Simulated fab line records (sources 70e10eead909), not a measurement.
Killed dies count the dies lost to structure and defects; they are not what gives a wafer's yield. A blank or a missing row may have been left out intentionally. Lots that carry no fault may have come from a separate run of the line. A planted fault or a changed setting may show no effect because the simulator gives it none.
Chamber matching    flow nandHarc    NHARC_THIN_TSV_DEP_47 on pecvd-04 has 3 sister chambers
The step deposits SiO2, target thk 200 nm. 3 wafers are shown with their chamber, then 7 later ones without.

== WAFERS, EACH WITH ITS CHAMBER ==
wafer   chamber  throttleValvePct (%)
L112.4  0        16.8
L114.1  2        15.3
L114.3  1        16.4

== WAFERS WITH NO CHAMBER GIVEN ==
wafer   throttleValvePct (%)
L114.6  15.4
L117.3  15.4
L117.5  15.2
L117.6  16.6
L119.1  15.4
L119.2  16.5
L119.4  16.0

== CHAMBER TAKEN BY EACH ==
wafer   from the rows above      in truth
L114.6  2                        2
L117.3  2                        2
L117.5  2                        2
L117.6  can't be placed: 0 or 1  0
L119.1  2                        2
L119.2  can't be placed: 1 or 0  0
L119.4  can't be placed: 1 or 2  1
4 of 7 placed correctly. Cannot be placed on the basis of these rows: 3; the candidates contain the true chamber in 3. 0 placed wrongly.
How it was worked out, from the rows above alone: a wafer's distance from a chamber is the root of the sum, over the readings, of the square of ((its reading less the chamber's mean) divided by the reading's scatter). The wafer belongs to the nearest chamber; if the next one is less than 2 further off, it can't be placed. The mean given for a chamber averages the wafers shown for that chamber. The scatter (one wafer shown for each chamber): square how far every hidden wafer sits from the nearest shown wafer, average those squares and take the square root.
